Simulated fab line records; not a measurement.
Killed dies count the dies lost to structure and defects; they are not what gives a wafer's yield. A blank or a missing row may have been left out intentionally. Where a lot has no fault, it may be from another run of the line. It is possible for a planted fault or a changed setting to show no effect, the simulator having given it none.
One fault seen from 2 desks | flow n5-finfet | every desk sees just its own numbers, and what lay behind them comes last

## AT THE TOOL OWNER'S DESK: pvd-sputter-01
The tool's own readings at N5_MOL_CONTACT_COAG_SPUTTER_143 (material Co, target thk 2.5 nm): means of the sampled wafers that have a number, for each lot that ran on this tool. A lot is out of limits, marked OUT, if its mean lies more than 4 standard deviations from the usual mean; the brackets give that distance.
Columns: A = chamber-pressure-pa at N5_MOL_CONTACT_COAG_SPUTTER_143, usual 0.2000 Pa; B = susceptor-temp-C at N5_MOL_CONTACT_COAG_SPUTTER_143, usual 25.01 C; C = throttle-valve-pct at N5_MOL_CONTACT_COAG_SPUTTER_143, usual 29.9 %
lot  | first seen here | A      | B     | C
L225 | day 5 11:06     | 0.2001 | 25.01 | 30.8
L240 | day 9 11:11     | 0.1999 | 24.93 | 31.8
This desk found nothing out of limits on any of the 2 lots.

## THE METROLOGY DESK
What the gauges read, lot by lot, whatever tool the lot ran on: means of the sampled wafers that have a number. A lot is out of limits, marked OUT, if its mean lies more than 4 standard deviations from the usual mean; the brackets give that distance. It has 11 readings; the 7 that lie furthest out on some lot are the ones shown.
Columns: A = cd-nm at N5_MOL_CONTACT_COAG_CD_MEAS_99, usual 17.3 nm; B = DIBL_N at N5_BEOL_M4_RC_MEAS_101, usual 36.0 mV/V; C = IOFF_N at N5_BEOL_M4_RC_MEAS_101, usual 0.16 nA/um; D = ION_N at N5_BEOL_M4_RC_MEAS_101, usual 672 uA/um; E = ION_P at N5_BEOL_M4_RC_MEAS_101, usual 461 uA/um; F = VT_N at N5_BEOL_M4_RC_MEAS_101, usual 250 mV; G = VT_P at N5_BEOL_M4_RC_MEAS_101, usual -251 mV
lot  | first seen here | A    | B    | C    | D   | E   | F   | G
L225 | day 5 09:42     | 17.3 | 35.9 | 0.12 | 667 | 464 | 254 | -249
L229 | day 6 08:25     | 17.3 | 36.8 | 0.18 | 683 | 467 | 245 | -248
L240 | day 9 07:46     | 17.5 | 37.4 | 0.18 | 684 | 469 | 246 | -249
L243 | day 9 22:56     | 17.6 | 37.6 | 0.17 | 682 | 472 | 248 | -246
L245 | day 10 09:43    | 17.7 | 38.6 | 0.20 | 691 | 473 | 245 | -248
This desk found nothing out of limits on any of the 5 lots.

## PUT TOGETHER
Nothing out of limits was seen by the tool owner's desk.
Metrology desk: nothing out of limits seen.

## WHAT WAS PUT IN BY THE SIMULATOR
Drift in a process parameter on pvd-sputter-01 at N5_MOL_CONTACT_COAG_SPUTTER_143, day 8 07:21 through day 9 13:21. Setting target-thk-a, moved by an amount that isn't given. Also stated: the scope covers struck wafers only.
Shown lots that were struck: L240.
